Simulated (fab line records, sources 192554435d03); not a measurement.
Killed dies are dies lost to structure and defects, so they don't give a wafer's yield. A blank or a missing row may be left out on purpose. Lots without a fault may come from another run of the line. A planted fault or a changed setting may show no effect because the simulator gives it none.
Which tool did it? | flow n5_finfet | 6 lots, 17 wafers sampled, at 5 steps of a route of 1938

WHAT THE GAUGES READ, wafer by wafer
N5_BEOL_M7_THK_MEAS_01.
lot  | measured     | on            | M7_ILD_THK (nm)
L827 | day 8 23:40  | film_metro-01 | 152.1 151.2 157.2
L829 | day 9 19:13  | film_metro-01 | 153.9 156.2
L843 | day 13 20:16 | film_metro-01 | 154.6 157.3 158.7
L845 | day 14 03:31 | film_metro-02 | 149.4 154.0 152.7
L847 | day 14 21:38 | film_metro-02 | 157.2 159.2 154.9
L849 | day 15 08:01 | film_metro-02 | 153.3 151.0 155.6

WHICH TOOL RAN EACH LOT (tool, then ch and the chambers of the sampled wafers, then the start)
lot  | N5_BEOL_M6_SURFACE_TREAT_79  | N5_BEOL_M6_ECD_50              | N5_BEOL_M6_CMP_52             | N5_BEOL_M7_ILD_DEP_00
L827 | pvd_sputter-03, day 8 21:11  | ecd_cu-01 ch 0,1, day 8 21:50  | cmp-04 ch 0,3, day 8 22:19    | pecvd-02 ch 0,1,2, day 8 22:49
L829 | pvd_sputter-02, day 9 16:42  | ecd_cu-01 ch 0, day 9 17:10    | cmp-01 ch 0,3, day 9 17:55    | pecvd-01 ch 0, day 9 18:26
L843 | pvd_sputter-02, day 13 17:49 | ecd_cu-02 ch 0,1, day 13 18:17 | cmp-04 ch 0,1, day 13 18:44   | pecvd-01 ch 0,1, day 13 19:13
L845 | pvd_sputter-02, day 13 23:38 | ecd_cu-02 ch 0,1, day 14 01:19 | cmp-01 ch 0,1,3, day 14 02:16 | pecvd-02 ch 0,2, day 14 02:56
L847 | pvd_sputter-01, day 14 19:38 | ecd_cu-01 ch 0,1, day 14 20:11 | cmp-01 ch 1,2,3, day 14 20:34 | pecvd-01 ch 1,2, day 14 21:04
L849 | pvd_sputter-03, day 15 05:36 | ecd_cu-02 ch 0,1, day 15 06:32 | cmp-01 ch 1,2, day 15 06:58   | pecvd-02 ch 1,2, day 15 07:25
- N5_BEOL_M6_SURFACE_TREAT_79
- N5_BEOL_M6_ECD_50: material Cu, target thk 300 nm.
- N5_BEOL_M6_CMP_52: polishes, stops on SiCOH lowk, t overpolish 6.9 s, target thk 80 nm.
- N5_BEOL_M7_ILD_DEP_00: deposits SiCOH lowk from DEMS/porogen, target thk 179.75 nm, time 33.4 s.

THE ANSWER, worked out from the rows above alone
Rule: what is usual is taken from the lots themselves. Put in order of their means at a reading, lots are off if they are a third of the lots or fewer, leave a main group of 4 or more, and stand apart from it by a gap of 3 or more times the standard deviation of the main group's means; of several such gaps the widest counts. A main group whose means are all the same, to the digits that the tables above print for the reading, isn't used. A lot without any number at a reading at which 4 lots or more have one is off too. The other lots that the step has rows for count as sound.
No lot is off at any reading shown: from this, nothing can be told.

WHAT THE SIMULATOR HAD PUT IN
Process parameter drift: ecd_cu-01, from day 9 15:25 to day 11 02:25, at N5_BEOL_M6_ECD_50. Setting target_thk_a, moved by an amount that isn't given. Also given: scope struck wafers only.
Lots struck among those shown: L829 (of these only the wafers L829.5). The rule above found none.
